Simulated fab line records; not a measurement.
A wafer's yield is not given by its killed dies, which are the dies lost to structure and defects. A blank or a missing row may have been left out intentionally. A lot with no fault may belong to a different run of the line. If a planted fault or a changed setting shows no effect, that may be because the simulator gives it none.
Matching of chambers	flow n5_finfet	rie_diel-01 running N5_BEOL_M7_DESCUM_16: 4 sister chambers
The step chemistry O2, time 7.9 s. 8 wafers are shown with their chamber, then 7 later ones without.

== EACH WAFER AND ITS CHAMBER ==
wafer	chamber	throttle_valve_pct (%)	showerhead_plenum_p_Torr (Torr)
L088.2	3	21.15	2.00
L088.5	2	20.19	2.17
L086.1	3	21.14	2.00
L086.5	1	20.47	1.97
L089.4	1	20.49	1.96
L089.6	0	20.40	2.08
L092.1	0	20.41	2.08
L092.4	2	20.20	2.17

== WAFERS WITHOUT THEIR CHAMBER ==
wafer	throttle_valve_pct (%)	showerhead_plenum_p_Torr (Torr)
L092.6	20.50	1.96
L094.1	20.22	2.17
L094.2	20.43	2.08
L094.5	21.16	1.99
L096.1	20.50	1.96
L096.2	20.21	2.17
L096.6	20.21	2.17

== WHICH CHAMBER EACH ONE RAN IN ==
wafer	from the rows above	in truth
L092.6	1	1
L094.1	2	2
L094.2	0	0
L094.5	3	3
L096.1	1	1
L096.2	2	2
L096.6	2	2
Correctly placed: 7 of 7. Number that these rows cannot place: 0. Wrongly placed: 0.
How it was worked out, from the rows above alone: a wafer's distance from a chamber is the root of the sum, over the readings, of the square of ((its reading less the chamber's mean) divided by the reading's scatter). The wafer belongs to the nearest chamber; if the next one is less than 2 further off, it can't be placed. Each chamber's mean is taken over the wafers shown for it. The scatter is the square root of a quotient: the sum, over the shown wafers, of each reading's squared deviation from its chamber's mean, divided by wafers minus chambers.
